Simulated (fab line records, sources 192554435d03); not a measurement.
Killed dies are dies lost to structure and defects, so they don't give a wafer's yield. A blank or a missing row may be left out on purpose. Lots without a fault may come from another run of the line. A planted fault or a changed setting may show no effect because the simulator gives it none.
A struck lot beside a sound one | flow n5_finfet | 36 steps out of a route of 1938
Sound: wafers L914.2, L914.3, L914.4. Struck: wafers L912.3, L912.6. The cause comes at the end.
At each step with rows: each side's tool, then ch and its chambers, then its first start. Under that, the readings that differ: sound wafers | struck wafers | difference of the means | sigmas: that difference in standard deviations of wafers without a fault.
alike: readings whose means differ by less than 2 such deviations, and words and numbers that are the same on both sides. not compared: withheld readings, readings that some wafer has no value for, bounds like >300 that may hide the same value, and numbers for which the record gives no deviation and whose values overlap.
The two part at a step that has a row with sigmas, a row that says differs or no value, or rows on one side only. Numbers that don't overlap but have no deviation are shown without sigmas and don't part them. A reading that every wafer of one side lacks parts them only if that side has two wafers or more.

first, 9 steps without rows for these wafers: N5_MOL_CONTACT_COAG_EXPOSE_05 (exposes mask CA, defocus 0 nm); N5_MOL_CONTACT_COAG_PEB_06 (peb time 60 s); N5_MOL_CONTACT_COAG_DEVELOP_07 (develop time 30 s); N5_MOL_CONTACT_COAG_DESCUM_13 (chemistry O2, time 7 s); N5_MOL_CONTACT_COAG_ETCH_59 (etches underlayer in N2/H2, target depth 13 nm, time 10.4 s); N5_MOL_CONTACT_COAG_ETCH_105 (etches SiARC in CF4, target depth 15.6 nm, time 26 s); N5_MOL_CONTACT_COAG_ETCH_106 (etches SOC in N2/H2, target depth 80 nm, overetch 16 nm, time 120 s); N5_MOL_CONTACT_COAG_STRIP_107 (strips in N2/H2); N5_MOL_CONTACT_COAG_STRIP_108 (strips in N2/H2).
N5_MOL_CONTACT_COAG_CONTACT_ETCH_14: etches SiO2 in C4F6/O2, target depth 27.5 nm, overetch 8.5 nm, time 20 s.
  sound on rie_diel-06 ch 0,1,3, day 8 03:09; struck on rie_diel-01 ch 0,2, day 7 17:29
  reading          | sound          | struck    | difference | sigmas
  run_length_s (s) | 42.2 43.7 44.1 | 40.3 39.2 | -3.6       | -7
  alike: drypump_motor_current_A, mfc_ar_sccm, oes_product_au, rf_vpp_V, showerhead_plenum_p_Torr, throttle_valve_pct
  not compared: rf_hours_counter_h, model.SOC_of_MOL_CONTACT_COAG_COAT_103.thk_nm
then, 25 steps without rows for these wafers: N5_MOL_CONTACT_COAG_STRIP_109 (strips in C4F6/O2); N5_MOL_CONTACT_COAG_ETCH_15 (etches SiNx in CH3F/O2, stops on Si:P, target depth 7 nm); N5_MOL_CONTACT_COAG_ETCH_110 (etches Si in CF4/O2, target depth 2.5 nm, time 8 s); N5_MOL_CONTACT_COAG_STRIP_98 (strips in N2/H2); N5_MOL_CONTACT_COAG_IMPLANT_129; N5_MOL_CONTACT_COAG_PRECLEAN_111 (cleans in NF3:NH3, afs cycles 1, time 20 s, sublimation time 60 s); N5_MOL_CONTACT_COAG_TI_SIL_19 (material Ti, target thk 4.2 nm, time 15 s); N5_MOL_CONTACT_COAG_ALD_20 (deposits TiN, target thk 1.5 nm, pulse time 1 s, purge time 3 s); N5_MOL_CONTACT_COAG_SIL_ANNEAL_21 (time 60 s); N5_MOL_CONTACT_COAG_PRE_CLEAN_141 (time 60 s); N5_MOL_CONTACT_COAG_SPUTTER_143 (material Co, target thk 2.5 nm); N5_MOL_CONTACT_COAG_CO_FILL_22 (material Co, precursor CCTBA/H2, target thk 20 nm); N5_MOL_CONTACT_COAG_ANNEAL_113 (time 300 s); N5_MOL_CONTACT_COAG_PRE_CLEAN_142 (time 60 s); N5_MOL_CONTACT_COAG_SPUTTER_130 (material Co, target thk 47.5 nm); N5_MOL_CONTACT_COAG_PRECLEAN_125 (cleans in DIW, time 57.5 s); N5_MOL_CONTACT_COAG_SRD_126 (dry time 32 s); N5_MOL_CONTACT_COAG_CMP_23 (polishes, stops on SiO2, t overpolish 1.5 s, target thk 0 nm); N5_MOL_CONTACT_COAG_WET_ETCH_26 (target Co, target depth 13 nm); N5_MOL_CONTACT_COAG_WET_ETCH_116 (etches the open film in SC1-inhibited, target depth 4.6 nm, rinse time 30 s); N5_MOL_CONTACT_COAG_ALD_27 (deposits SiOC, target thk 17 nm, pulse time 1.5 s, time 2720 s); N5_MOL_CONTACT_COAG_CMP_28 (polishes, stops on SiNx, t overpolish 0.85 s, target thk 14.522 nm); N5_MOL_CONTACT_COAG_ALD_123 (deposits SiNx, target thk 5 nm, pulse time 1 s, purge time 2 s); N5_MOL_CONTACT_COAG_PECVD_31 (deposits SiO2 from TEOS/O2, target thk 46 nm, time 8.9 s); N5_MOL_CONTACT_COAG_COAT_75 (time 60 s, resist thk 60 nm).
-- the record jumps here: 4 days lie between the struck wafers' starts before and after (it left off in module MOL_CONTACT_COAG and takes up again in module BEOL_M4, whose first step shown is number 1111 of the route) --
N5_BEOL_M4_RC_MEAS_101:
  sound on prober-01 ch 0, day 11 14:34; struck on prober-02 ch 0, day 11 10:21
  reading             | sound          | struck    | difference | sigmas
  RC_DENSE_N (ohm.um) | 18.3 18.8 18.6 | 25.4 21.4 | +4.8       | +9
  RC_DENSE_P (ohm.um) | 22.7 23.2 23.1 | 31.7 27.0 | +6.4       | +10
  RC_N (ohm.um)       | 14.9 15.3 15.1 | 20.7 17.5 | +4.0       | +10
  RC_P (ohm.um)       | 18.6 19.0 18.8 | 25.8 21.9 | +5.1       | +10
  alike: DIBL_N, DIBL_P, IOFF_N, IOFF_P, ION_N, ION_P, SS_N, SS_P, VT_N, VT_P

WHERE THEY PART
First at N5_MOL_CONTACT_COAG_CONTACT_ETCH_14; last, within this record, at N5_BEOL_M4_RC_MEAS_101.

WHY: what the simulator had put in
Process parameter drift: rie_diel-01, from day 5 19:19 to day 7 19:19, at N5_MOL_CONTACT_COAG_CONTACT_ETCH_14. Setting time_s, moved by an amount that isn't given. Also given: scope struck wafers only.
